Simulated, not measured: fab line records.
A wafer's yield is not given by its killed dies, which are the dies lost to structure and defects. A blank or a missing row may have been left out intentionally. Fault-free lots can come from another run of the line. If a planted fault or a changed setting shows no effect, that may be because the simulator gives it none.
fab line records -- flow n5Finfet -- part 1 of 2: steps 1 to 18 of 28
[record] lots = 5, wafers = 15, lastDay = 17
route steps=1938 shown BEOL_M9@1436
lots that met no fault: taken from a fault-free run of the same line
startH: hours from the record's first day to the start of the lot's first wafer shown -- waitH: time in hours since the lot's previous step -- " the same as in the row above -- L1.1+2: a single row standing in for several wafers -- - value missing, or start not given -- * or withheld: withheld -- < > ~ a bound
route shown NAME@n: names a module that has steps shown in the file, with the first one's number in the route -- usual: the fault-free wafers' mean and standard deviation -- same: alike in all rows -- chamber/n: place in a boat -- sites: the reading at each site -- _std_site: their standard deviation -- _edge_site: mean of outer sites minus mean of inner sites -- radiusMm: for every site, how far away it sits from the centre of the wafer -- mask NAME#n: copy n -- behind: the most recent tool/chamber to have shaped the wafer -- hold: why the lot went on hold/how many hours it stayed there/how the hold came to an end -- device: transistor that didn't switch, given as n, p or np -- end of line: tests run on the same wafers once the route is complete -- where a step has no rows: the recipe by itself -- killed: dies that structure and defects cost at the first sort, which is not the same as the wafer's yield -- map: dies across one wafer; x = killed, . = not, _ = none there
set.NAME: the run value of the setting; set.NAME@STEP: its run value at that earlier step -- model.NAME: the simulator's own value behind a step, which no gauge read
lots seen at some steps along the route; tables by step, rows by wafer
services: the hour from which a tool's chamber was out of use, counted from the record's first day as startH (under 0 if before that day), plus the number of hours and why
[[steps]]
[step N5_BEOL_M9_INSPECT_30]
[recipe] mode = adi, inspectInstrument = brightfield
[usual] rawDefectCount = 412/98
lot.wafer,tool,chamber,startH,waitH,rawDefectCount
L074.1,defectInspect-01,-,203.68,0.1,393
L074.4,defectInspect-01,-,203.68,0.1,468
L074.5,defectInspect-01,-,203.68,0.1,400
L082.3,defectInspect-02,-,241.30,0.0,394
L082.5,defectInspect-02,-,241.30,0.0,360
L082.6,defectInspect-02,-,241.30,0.0,292
L080.3,defectInspect-01,-,248.58,0.0,438
L080.4,defectInspect-01,-,248.58,0.0,389
L080.5,defectInspect-01,-,248.58,0.0,496
L092.1,defectInspect-01,-,323.19,0.1,416
L092.2,defectInspect-01,-,323.19,0.1,405
L092.4,defectInspect-01,-,323.19,0.1,350
L096.3,defectInspect-02,-,346.10,0.0,375
L096.5,defectInspect-02,-,346.10,0.0,441
L096.6,defectInspect-02,-,346.10,0.0,342
[step N5_BEOL_M9_DESCUM_33]
[recipe] chemistry = O2, timeS = 7, sourcePowerW = 50, biasPowerW = 20, pressureMtorr = 20, rfFrequencyHz = 2.712e+07, tempC = 40, resist = CAR-EUV, o2FlowSccm = 225
[usual] drypumpMotorCurrentA = 5.7/0.56, oesProductAu = 0.83/0.074, rfVppV = 244.0/1.1, showerheadPlenumPTorr = 2.15/0.058, throttleValvePct = 20.32/0.26
lot.wafer,tool,chamber,startH,waitH,drypumpMotorCurrentA,oesProductAu,rfHoursCounterH,rfVppV,showerheadPlenumPTorr,throttleValvePct
L074.1,rieDiel-06,3,203.72,0.0,6.0,0.76,150,242.9,2.10,20.27
L074.4,rieDiel-06,0,203.72,0.0,5.9,0.89,30,244.3,2.16,20.39
L074.5,rieDiel-06,0,203.72,0.0,5.9,0.90,-,243.1,2.16,20.42
L082.3,rieDiel-04,1,241.33,0.0,4.7,0.92,11,243.1,2.15,19.88
L082.5,rieDiel-04,1,241.33,0.0,4.6,0.93,-,244.4,2.15,19.89
L082.6,rieDiel-04,2,241.33,0.0,5.4,0.87,-,244.7,2.22,20.28
L080.3,rieDiel-03,2,248.62,0.0,5.1,0.67,249,241.9,1.98,20.68
L080.4,rieDiel-03,0,248.62,0.0,5.9,0.92,30,244.7,2.22,20.12
L080.5,rieDiel-03,1,248.62,0.0,5.4,0.72,-,243.9,2.17,20.60
L092.1,rieDiel-06,0,323.22,0.0,5.9,0.85,67,243.3,2.15,20.45
L092.2,rieDiel-06,3,323.22,0.0,5.9,0.74,187,243.5,2.08,20.31
L092.4,rieDiel-06,0,323.22,0.0,5.9,0.84,-,244.3,2.15,20.45
L096.3,rieDiel-04,2,346.13,0.0,5.4,0.82,77,244.9,2.20,20.31
L096.5,rieDiel-04,3,346.13,0.0,5.5,0.82,-,245.7,2.11,20.05
L096.6,rieDiel-04,2,346.13,0.0,5.5,0.82,-,245.0,2.21,20.31
[step N5_BEOL_M9_ETCH_76]
[recipe] chemistry = N2/H2, target = underlayer, targetDepthA = 65, maskMaterial = CAR-EUV, timeS = 5.2, ionEnergyEv = 200, pressureMtorr = 30, sourceW = 840, biasW = 150, n2FlowSccm = 200, h2FlowSccm = 200, ends = cleared
[usual] drypumpMotorCurrentA = 5.7/0.56, etchRfOnTimeS = 5.15/0.077, oesProductAu = 0.70/0.062, rfVppV = 525.5/2.4, showerheadPlenumPTorr = 2.61/0.069, throttleValvePct = 17.78/0.26
lot.wafer,tool,chamber,startH,waitH,drypumpMotorCurrentA,etchRfOnTimeS,oesProductAu,rfHoursCounterH,rfVppV,showerheadPlenumPTorr,throttleValvePct
L074.1,rieDiel-06,3,203.75,0.0,6.0,5.16,0.67,150,525.1,2.56,17.76
L074.4,rieDiel-06,0,203.75,0.0,5.9,5.26,0.76,30,523.8,2.61,17.72
L074.5,rieDiel-06,0,203.75,0.0,5.9,5.22,0.75,-,524.2,2.61,17.72
L082.3,rieDiel-04,1,241.37,0.0,4.7,5.09,0.80,11,525.4,2.61,17.37
L082.5,rieDiel-04,1,241.37,0.0,4.7,5.21,0.78,-,526.4,2.61,17.37
L082.6,rieDiel-04,2,241.37,0.0,5.4,5.07,0.75,-,528.7,2.69,17.71
L080.3,rieDiel-03,2,248.65,0.0,5.1,5.27,0.59,249,518.1,2.40,18.02
L080.4,rieDiel-03,0,248.65,0.0,5.9,5.05,0.78,30,527.9,2.68,17.48
L080.5,rieDiel-03,1,248.65,0.0,5.4,5.28,0.61,-,525.4,2.64,18.19
L092.1,rieDiel-06,0,323.26,0.0,5.9,5.14,0.73,67,524.2,2.60,17.78
L092.2,rieDiel-06,3,323.26,0.0,6.0,5.14,0.62,187,523.3,2.54,17.80
L092.4,rieDiel-06,0,323.26,0.0,5.9,5.16,0.72,-,524.5,2.60,17.77
L096.3,rieDiel-04,2,346.17,0.0,5.4,5.05,0.72,77,527.1,2.68,17.80
L096.5,rieDiel-04,3,346.17,0.0,5.5,5.12,0.70,-,524.0,2.59,17.59
L096.6,rieDiel-04,2,346.17,0.0,5.4,5.07,0.70,-,528.1,2.68,17.77
[step N5_BEOL_M9_ETCH_65]
[recipe] chemistry = CF4, target = SiARC, targetDepthA = 156, maskMaterial = CAR-EUV, timeS = 26, ionEnergyEv = 80, pressureMtorr = 40, sourceW = 545, biasW = 36, Ar_flow_sccm = 100, cf4FlowSccm = 100, ends = cleared
[usual] drypumpMotorCurrentA = 5.7/0.56, etchRfOnTimeS = 25.7/0.48, oesProductAu = 0.70/0.063, rfVppV = 184.8/1.1, showerheadPlenumPTorr = 2.19/0.056, throttleValvePct = 15.48/0.24
lot.wafer,tool,chamber,startH,waitH,drypumpMotorCurrentA,etchRfOnTimeS,oesProductAu,rfHoursCounterH,rfVppV,showerheadPlenumPTorr,throttleValvePct
L074.1,rieDiel-06,3,203.77,0.0,6.0,25.8,0.65,150,184.0,2.15,15.55
L074.4,rieDiel-06,0,203.77,0.0,5.9,26.6,0.76,30,184.4,2.18,15.32
L074.5,rieDiel-06,0,203.77,0.0,5.9,26.4,0.76,-,184.8,2.18,15.31
L082.3,rieDiel-04,1,241.39,0.0,4.7,25.6,0.79,11,185.0,2.19,15.01
L082.5,rieDiel-04,1,241.39,0.0,4.7,25.6,0.79,-,184.7,2.19,15.01
L082.6,rieDiel-04,2,241.39,0.0,5.4,25.1,0.75,-,185.1,2.26,15.41
L080.3,rieDiel-03,2,248.67,0.0,5.1,26.9,0.58,249,181.9,2.04,15.91
L080.4,rieDiel-03,0,248.67,0.0,5.9,25.2,0.80,30,186.2,2.27,15.31
L080.5,rieDiel-03,1,248.67,0.0,5.4,26.0,0.62,-,184.2,2.20,15.71
L092.1,rieDiel-06,0,323.28,0.0,5.9,26.7,0.71,67,184.1,2.17,15.39
L092.2,rieDiel-06,3,323.28,0.0,5.9,25.9,0.63,187,184.8,2.14,15.60
L092.4,rieDiel-06,0,323.28,0.0,5.9,26.5,0.72,-,183.7,2.17,15.40
L096.3,rieDiel-04,2,346.18,0.0,5.4,25.5,0.72,77,185.6,2.25,15.47
L096.5,rieDiel-04,3,346.18,0.0,5.5,25.9,0.68,-,184.4,2.17,15.32
L096.6,rieDiel-04,2,346.18,0.0,5.4,25.3,0.71,-,186.7,2.25,15.49
[step N5_BEOL_M9_ETCH_66]
[recipe] chemistry = N2/H2, target = SOC, targetDepthA = 800, overetchA = 160, maskMaterial = SiARC, tempC = 40, timeS = 120, ionEnergyEv = 200, pressureMtorr = 30, sourceW = 840, biasW = 150, n2FlowSccm = 200, h2FlowSccm = 200
[usual] drypumpMotorCurrentA = 5.7/0.56, oesProductAu = 0.63/0.052, rfVppV = 525.7/2.1, showerheadPlenumPTorr = 2.61/0.07, throttleValvePct = 17.74/0.26
lot.wafer,tool,chamber,startH,waitH,drypumpMotorCurrentA,oesProductAu,rfHoursCounterH,rfVppV,showerheadPlenumPTorr,throttleValvePct
L074.1,rieDiel-06,3,203.80,0.0,5.9,0.59,150,523.4,2.56,17.71
L074.4,rieDiel-06,0,203.80,0.0,5.9,0.69,30,525.2,2.61,17.67
L074.5,rieDiel-06,0,203.80,0.0,5.9,0.69,-,524.7,2.61,17.69
L082.3,rieDiel-04,1,241.41,0.0,4.7,0.71,11,527.2,2.61,17.35
L082.5,rieDiel-04,1,241.41,0.0,4.7,0.70,-,526.7,2.61,17.35
L082.6,rieDiel-04,2,241.41,0.0,5.4,0.66,-,527.3,2.69,17.69
L080.3,rieDiel-03,2,248.70,0.0,5.1,0.52,249,521.1,2.40,17.94
L080.4,rieDiel-03,0,248.70,0.0,5.8,0.70,30,527.9,2.68,17.45
L080.5,rieDiel-03,1,248.70,0.0,5.4,0.56,-,525.4,2.64,18.14
L092.1,rieDiel-06,0,323.30,0.0,5.9,0.64,67,523.7,2.60,17.72
L092.2,rieDiel-06,3,323.30,0.0,6.0,0.56,187,523.8,2.54,17.77
L092.4,rieDiel-06,0,323.30,0.0,5.9,0.64,-,524.3,2.60,17.74
L096.3,rieDiel-04,2,346.21,0.0,5.4,0.63,77,526.6,2.68,17.76
L096.5,rieDiel-04,3,346.21,0.0,5.5,0.62,-,524.6,2.59,17.53
L096.6,rieDiel-04,2,346.21,0.0,5.4,0.62,-,528.5,2.68,17.74
[step N5_BEOL_M9_STRIP_69]
[recipe] chemistry = N2/H2, tempC = 40, n2FlowSccm = 200, h2FlowSccm = 200, rfFrequencyHz = 6e+07
lot.wafer,tool,chamber,startH,waitH
L074.1+4+5,rieDiel-06,"3,0,0",203.88,0.0
L082.3+5+6,rieDiel-04,"1,1,2",241.49,0.0
L080.3+4+5,rieDiel-03,"2,0,1",248.78,0.0
L092.1+2+4,rieDiel-06,"0,3,0",323.38,0.0
L096.3+5+6,rieDiel-04,"2,3,2",346.29,0.0
[step N5_BEOL_M9_STRIP_77]
[recipe] chemistry = N2/H2, tempC = 40, n2FlowSccm = 200, h2FlowSccm = 200, rfFrequencyHz = 6e+07
lot.wafer,tool,chamber,startH,waitH
L074.1+4+5,rieDiel-06,"3,0,0",203.89,0.0
L082.3+5+6,rieDiel-04,"1,1,2",241.50,0.0
L080.3+4+5,rieDiel-03,"2,0,1",248.79,0.0
L092.1+2+4,rieDiel-06,"0,3,0",323.39,0.0
L096.3+5+6,rieDiel-04,"2,3,2",346.30,0.0
[step N5_BEOL_M9_VIA_ETCH_34]
[recipe] chemistry = C4F6/O2, target = SiCOH_lowk, targetDepthA = 1824, maskMaterial = SOC, taperDeg = 4, timeS = 68.4, ionEnergyEv = 250, pressureMtorr = 30, sourceW = 345, biasW = 185, Ar_flow_sccm = 300, C4F6_flow_sccm = 10, O2_flow_sccm = 10
[usual] drypumpMotorCurrentA = 5.7/0.56, oesProductAu = 0.82/0.074, rfVppV = 665/12, showerheadPlenumPTorr = 2.92/0.076, throttleValvePct = 20.81/0.19
lot.wafer,tool,chamber,startH,waitH,drypumpMotorCurrentA,oesProductAu,rfHoursCounterH,rfVppV,showerheadPlenumPTorr,throttleValvePct
L074.1,rieDiel-06,3,203.90,0.0,6.0,0.77,150,664,2.86,20.76
L074.4,rieDiel-06,0,203.90,0.0,5.9,0.90,30,683,2.92,20.76
L074.5,rieDiel-06,0,203.90,0.0,5.9,0.90,-,683,2.92,20.76
L082.3,rieDiel-04,1,241.51,0.0,4.7,0.93,11,663,2.94,20.47
L082.5,rieDiel-04,1,241.51,0.0,4.7,0.92,-,662,2.94,20.48
L082.6,rieDiel-04,2,241.51,0.0,5.4,0.87,-,653,3.02,20.82
L080.3,rieDiel-03,2,248.80,0.0,5.1,0.68,249,681,2.70,21.12
L080.4,rieDiel-03,0,248.80,0.0,5.9,0.93,30,660,3.02,20.64
L080.5,rieDiel-03,1,248.80,0.0,5.4,0.73,-,676,2.91,20.90
L092.1,rieDiel-06,0,323.40,0.0,5.9,0.84,67,681,2.90,20.83
L092.2,rieDiel-06,3,323.40,0.0,6.0,0.74,187,665,2.84,20.83
L092.4,rieDiel-06,0,323.40,0.0,5.9,0.84,-,682,2.90,20.83
L096.3,rieDiel-04,2,346.31,0.0,5.4,0.83,77,654,3.00,20.87
L096.5,rieDiel-04,3,346.31,0.0,5.5,0.81,-,672,2.90,20.70
L096.6,rieDiel-04,2,346.31,0.0,5.4,0.83,-,653,3.00,20.86
[step N5_BEOL_M9_STRIP_73]
[recipe] chemistry = C4F6/O2, resist = SiARC, rfFrequencyHz = 6e+07
lot.wafer,tool,chamber,startH,waitH
L074.1+4+5,rieDiel-06,"3,0,0",203.95,0.0
L082.3+5+6,rieDiel-04,"1,1,2",241.57,0.0
L080.3+4+5,rieDiel-03,"2,0,1",248.85,0.0
L092.1+2+4,rieDiel-06,"0,3,0",323.46,0.0
L096.3+5+6,rieDiel-04,"2,3,2",346.36,0.0
[step N5_BEOL_M9_STRIP_36]
[recipe] chemistry = N2/H2, powerW = 450, tempC = 40, pressureMtorr = 20, rfFrequencyHz = 6e+07, overashFraction = 0.3, biasPowerW = 7, h2Frac = 0.5, n2FlowSccm = 200, h2FlowSccm = 200
[usual] drypumpMotorCurrentA = 5.7/0.56, oesProductAu = 0.83/0.075, rfVppV = 59.3/1.6, showerheadPlenumPTorr = 2.61/0.07, throttleValvePct = 23.60/0.28
lot.wafer,tool,chamber,startH,waitH,drypumpMotorCurrentA,oesProductAu,rfHoursCounterH,rfVppV,showerheadPlenumPTorr,throttleValvePct
L074.1,rieDiel-06,3,203.96,0.0,6.0,0.77,150,59.3,2.55,23.47
L074.4,rieDiel-06,0,203.96,0.0,6.0,0.89,30,60.2,2.61,23.61
L074.5,rieDiel-06,0,203.96,0.0,6.0,0.91,-,59.6,2.61,23.62
L082.3,rieDiel-04,1,241.58,0.0,4.7,0.92,11,60.0,2.60,23.34
L082.5,rieDiel-04,1,241.58,0.0,4.7,0.92,-,56.6,2.60,23.29
L082.6,rieDiel-04,2,241.58,0.0,5.4,0.87,-,59.5,2.69,23.60
L080.3,rieDiel-03,2,248.86,0.0,5.1,0.67,249,58.3,2.39,23.66
L080.4,rieDiel-03,0,248.86,0.0,5.9,0.92,30,59.8,2.68,23.27
L080.5,rieDiel-03,1,248.86,0.0,5.4,0.72,-,60.4,2.64,24.13
L092.1,rieDiel-06,0,323.47,0.0,5.9,0.83,67,62.1,2.59,23.64
L092.2,rieDiel-06,3,323.47,0.0,5.9,0.73,187,58.6,2.54,23.50
L092.4,rieDiel-06,0,323.47,0.0,5.9,0.84,-,58.5,2.59,23.67
L096.3,rieDiel-04,2,346.37,0.0,5.4,0.82,77,61.5,2.68,23.63
L096.5,rieDiel-04,3,346.37,0.0,5.5,0.82,-,59.0,2.58,23.36
L096.6,rieDiel-04,2,346.37,0.0,5.4,0.83,-,58.6,2.68,23.61
[step N5_BEOL_M9_TRENCH_ETCH_37]
[recipe] chemistry = C4F6/O2, targetDepthA = 1514.3, target = SiCOH_lowk, timeS = 49, ionEnergyEv = 250, pressureMtorr = 30, sourceW = 345, biasW = 185, Ar_flow_sccm = 300, C4F6_flow_sccm = 10, O2_flow_sccm = 10
[usual] drypumpMotorCurrentA = 5.7/0.56, oesProductAu = 0.82/0.074, rfVppV = 665/12, showerheadPlenumPTorr = 2.92/0.076, throttleValvePct = 20.84/0.19
lot.wafer,tool,chamber,startH,waitH,drypumpMotorCurrentA,oesProductAu,rfHoursCounterH,rfVppV,showerheadPlenumPTorr,throttleValvePct
L074.1,rieDiel-06,3,-,-,5.9,0.77,150,662,2.86,20.81
L074.4,rieDiel-06,0,-,-,5.9,0.90,30,682,2.92,20.81
L074.5,rieDiel-06,0,-,-,5.9,0.89,-,683,2.92,20.79
L082.3,rieDiel-04,1,-,-,4.7,0.93,11,661,2.94,20.49
L082.5,rieDiel-04,1,-,-,4.7,0.93,-,661,2.94,20.48
L082.6,rieDiel-04,2,-,-,5.4,0.87,-,652,3.02,20.84
L080.3,rieDiel-03,2,-,-,5.1,0.68,249,680,2.70,21.14
L080.4,rieDiel-03,0,-,-,5.9,0.93,30,662,3.02,20.68
L080.5,rieDiel-03,1,-,-,5.4,0.73,-,678,2.91,20.93
L092.1,rieDiel-06,0,-,-,5.9,0.83,67,682,2.90,20.84
L092.2,rieDiel-06,3,-,-,6.0,0.74,187,664,2.84,20.87
L092.4,rieDiel-06,0,-,-,5.9,0.85,-,682,2.90,20.84
L096.3,rieDiel-04,2,-,-,5.4,0.82,77,653,3.00,20.88
L096.5,rieDiel-04,3,-,-,5.5,0.82,-,671,2.90,20.71
L096.6,rieDiel-04,2,-,-,5.4,0.84,-,652,3.00,20.88
[step N5_BEOL_M9_ETCH_41]
[recipe] chemistry = CH3F/O2, target = SiCN, targetDepthA = 366, taperDeg = 2, timeS = 70.1, ionEnergyEv = 120, maskMaterial = TiN, pressureMtorr = 30, sourceW = 395, biasW = 75, Ar_flow_sccm = 150, CH3F_flow_sccm = 30, O2_flow_sccm = 20
[usual] drypumpMotorCurrentA = 5.7/0.56, oesProductAu = 0.82/0.074, rfVppV = 298.3/1.4, showerheadPlenumPTorr = 2.06/0.056, throttleValvePct = 16.21/0.22
lot.wafer,tool,chamber,startH,waitH,drypumpMotorCurrentA,oesProductAu,rfHoursCounterH,rfVppV,showerheadPlenumPTorr,throttleValvePct
L074.1,rieDiel-06,3,-,-,6.0,0.77,150,298.2,2.00,16.22
L074.4,rieDiel-06,0,-,-,5.9,0.90,30,299.4,2.06,16.14
L074.5,rieDiel-06,0,-,-,5.9,0.90,-,299.0,2.06,16.14
L082.3,rieDiel-04,1,-,-,4.7,0.92,11,298.8,2.06,15.80
L082.5,rieDiel-04,1,-,-,4.7,0.91,-,297.8,2.06,15.77
L082.6,rieDiel-04,2,-,-,5.4,0.87,-,300.6,2.12,16.17
L080.3,rieDiel-03,2,-,-,5.1,0.68,249,295.6,1.90,16.59
L080.4,rieDiel-03,0,-,-,5.9,0.92,30,299.6,2.13,16.04
L080.5,rieDiel-03,1,-,-,5.4,0.72,-,299.8,2.05,16.38
L092.1,rieDiel-06,0,-,-,5.9,0.85,67,298.0,2.04,16.21
L092.2,rieDiel-06,3,-,-,6.0,0.74,187,295.9,1.99,16.28
L092.4,rieDiel-06,0,-,-,5.9,0.84,-,296.9,2.04,16.20
L096.3,rieDiel-04,2,-,-,5.4,0.82,77,300.8,2.11,16.22
L096.5,rieDiel-04,3,-,-,5.5,0.82,-,299.1,2.03,16.06
L096.6,rieDiel-04,2,-,-,5.4,0.83,-,298.3,2.11,16.22
[step N5_BEOL_M9_STRIP_80]
[recipe] chemistry = N2/H2, timeS = 10, powerW = 450, tempC = 40, pressureMtorr = 20, rfFrequencyHz = 6e+07, biasPowerW = 7, n2FlowSccm = 200, h2FlowSccm = 200
[usual] drypumpMotorCurrentA = 5.8/0.56, oesProductAu = 0.83/0.074, rfVppV = 59.4/0.8, showerheadPlenumPTorr = 2.61/0.069, throttleValvePct = 23.60/0.28
lot.wafer,tool,chamber,startH,waitH,drypumpMotorCurrentA,oesProductAu,rfHoursCounterH,rfVppV,showerheadPlenumPTorr,throttleValvePct
L074.1,rieDiel-06,3,-,-,6.0,0.78,150,59.1,2.55,23.46
L074.4,rieDiel-06,0,-,-,5.9,0.90,30,59.2,2.61,23.61
L074.5,rieDiel-06,0,-,-,5.9,0.90,-,59.6,2.61,23.61
L082.3,rieDiel-04,1,-,-,4.7,0.91,11,59.7,2.60,23.32
L082.5,rieDiel-04,1,-,-,4.7,0.92,-,59.2,2.60,23.34
L082.6,rieDiel-04,2,-,-,5.4,0.87,-,60.0,2.69,23.59
L080.3,rieDiel-03,2,-,-,5.1,0.67,249,58.5,2.39,23.67
L080.4,rieDiel-03,0,-,-,5.9,0.93,30,60.0,2.68,23.29
L080.5,rieDiel-03,1,-,-,5.4,0.73,-,58.7,2.64,24.12
L092.1,rieDiel-06,0,-,-,5.9,0.85,67,59.1,2.59,23.67
L092.2,rieDiel-06,3,-,-,6.0,0.75,187,58.2,2.54,23.51
L092.4,rieDiel-06,0,-,-,5.9,0.84,-,59.9,2.59,23.64
L096.3,rieDiel-04,2,-,-,5.4,0.82,77,59.3,2.67,23.63
L096.5,rieDiel-04,3,-,-,5.5,0.83,-,58.8,2.58,23.35
L096.6,rieDiel-04,2,-,-,5.4,0.82,-,59.1,2.67,23.62
[step N5_BEOL_M9_OCD_MEAS_38]
[usual] trenchDepthNm = 152.7/2.5
lot.wafer,tool,chamber,startH,waitH,trenchDepthNm
L074.1,ocd-01,-,204.18,-,152.6
L074.4,ocd-01,-,204.18,-,152.2
L074.5,ocd-01,-,204.18,-,150.9
L082.3,ocd-02,-,241.79,-,154.3
L082.5,ocd-02,-,241.79,-,153.9
L082.6,ocd-02,-,241.79,-,155.8
L080.3,ocd-01,-,249.08,-,147.0
L080.4,ocd-01,-,249.08,-,155.5
L080.5,ocd-01,-,249.08,-,150.5
L092.1,ocd-01,-,323.68,-,149.6
L092.2,ocd-01,-,323.68,-,151.2
L092.4,ocd-01,-,323.68,-,152.0
L096.3,ocd-01,-,346.59,-,152.2
L096.5,ocd-01,-,346.59,-,154.6
L096.6,ocd-01,-,346.59,-,154.2
[step N5_BEOL_M9_HM_STRIP_39]
[recipe] chemistry = peroxideTinStrip, material = TiN, targetDepthA = 250, tempC = 50, timeS = 158
lot.wafer,tool,chamber,startH,waitH
L074.1+4+5,wetBench-06,"6,3,5",204.21,0.0
L082.3+5+6,wetBench-06,"7,0,2",241.82,0.0
L080.3+4+5,wetBench-05,"4,1,5",249.11,0.0
L092.1+2+4,wetBench-06,"3,4,1",323.72,0.0
L096.3+5+6,wetBench-02,"3,4,0",346.62,0.0
[step N5_BEOL_M9_SRD_40]
[recipe] timeS = 30, tempC = 23, rinseLiquid = diw, dry = ipaMarangoni
lot.wafer,tool,chamber,startH,waitH
L074.1+4+5,wetBench-06,"6,3,5",204.25,0.0
L082.3+5+6,wetBench-06,"7,0,2",241.87,0.0
L080.3+4+5,wetBench-05,"4,1,5",249.15,0.0
L092.1+2+4,wetBench-06,"3,4,1",323.77,0.0
L096.3+5+6,wetBench-02,"3,4,0",346.67,0.0
[step N5_BEOL_M9_PRECLEAN_42]
[recipe] chemistry = residueRemover, timeS = 60, tempC = 40
lot.wafer,tool,chamber,startH,waitH
L074.1+4+5,wetBench-06,"6,3,5",204.27,0.0
L082.3+5+6,wetBench-06,"7,0,2",241.89,0.0
L080.3+4+5,wetBench-05,"4,1,5",249.17,0.0
L092.1+2+4,wetBench-06,"3,4,1",323.78,0.0
L096.3+5+6,wetBench-02,"3,4,0",346.68,0.0
[step N5_BEOL_M9_SRD_43]
[recipe] timeS = 30, tempC = 23, rinseLiquid = diw, dry = ipaMarangoni
lot.wafer,tool,chamber,startH,waitH
L074.1+4+5,wetBench-06,"6,3,5",204.29,0.0
L082.3+5+6,wetBench-06,"7,0,2",241.90,0.0
L080.3+4+5,wetBench-05,"4,1,5",249.19,0.0
L092.1+2+4,wetBench-06,"3,4,1",323.80,0.0
L096.3+5+6,wetBench-02,"3,4,0",346.70,0.0
